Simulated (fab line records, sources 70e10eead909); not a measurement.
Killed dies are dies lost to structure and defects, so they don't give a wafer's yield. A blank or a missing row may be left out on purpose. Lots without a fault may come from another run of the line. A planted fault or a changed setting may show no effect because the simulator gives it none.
Problem report in the 8D (eight disciplines) form, filled by code | flow nand_harc | the parts of the form that need people (team, actions taken, sign-off) are left out

1. THE PROBLEM
oes_product_au at NHARC_A_CHANNEL_HOLE_D1_ETCH_34 reads a mean of 0.826 a.u. on 3 wafers of 2 lots; wafers without a fault read 0.943 a.u. with a standard deviation of 0.026. That is -4.5 standard deviations from the usual mean.
The step: etches the open film in CF4/CHF3, target depth 154 nm, time 77 s.
First seen on wafer L185.4, day 13 03:41, on rie_diel-13. The record holds 39 wafers of 14 lots with a number at this step. Rule for "out", or "out of limits": more than 4 standard deviations from the usual mean. The other wafers with a number count as sound.

2. WHAT IT IS AND WHAT IT IS NOT
question                    | is                     | is not
which readings at this step | oes_product_au         | drypump_motor_current_A, rf_vpp_V, showerhead_plenum_p_Torr, throttle_valve_pct
which lots                  | L185, L186             | L174, L175, L176, L177, L178, L181, L189, L190, L193, L195, L196, L197
which wafers of those lots  | all that have a number | -
read on which tools         | rie_diel-13            | rie_diel-05, rie_diel-06
when                        | from day 13 03:41      | up to then (18 sound wafers); but 18 sound wafers of L189, L190, L193, L195, L196, L197 came after

3. SUSPECTS, AND WHAT RULES EACH OUT
Counting: a tool at a process step up to the reading stays a suspect if it ran every lot that is out and no sound lot after the first of them.
- rie_diel-13 at NHARC_A_CHANNEL_HOLE_D1_DESCUM_15 (chemistry O2, time 3 s): ruled out as a lasting fault. Sound lots L196, L197 ran on it after its first lot that is out, L185 (day 13 03:15).
- rie_diel-13 at NHARC_A_CHANNEL_HOLE_D1_ETCH_34 (etches the open film in CF4/CHF3, target depth 154 nm, time 77 s): ruled out as a lasting fault. Sound lots L196, L197 ran on it after its first lot that is out, L185 (day 13 03:41).
Left after counting: nothing in the record.

4. THE CAUSE (what the simulator had put in)
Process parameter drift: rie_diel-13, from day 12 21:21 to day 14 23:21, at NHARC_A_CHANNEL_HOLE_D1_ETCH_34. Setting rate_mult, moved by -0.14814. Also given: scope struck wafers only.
Counting ruled it out, wrongly.

5. THE CHAIN OF EFFECTS, in route order
Each row: a reading whose mean over the struck wafers that have a number lies more than 3 standard deviations from the usual. Only readings for which the record gives a usual standard deviation are gone through. hours: the time from each lot's start at the first step in this table that gives one to its start at this step, as a median over the lots. sigmas: the change in usual standard deviations.
hours | step                            | reading        | usual      | on struck wafers | change | sigmas
0     | NHARC_A_CHANNEL_HOLE_D1_ETCH_34 | oes_product_au | 0.943 a.u. | 0.826            | -0.117 | -4.5
The process steps in it:
- NHARC_A_CHANNEL_HOLE_D1_ETCH_34: etches the open film in CF4/CHF3, target depth 154 nm, time 77 s.

6. WHAT WOULD HAVE CAUGHT IT SOONER
In this record the first reading out of limits was taken at day 13 03:41, 6 hours after the fault began at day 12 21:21.
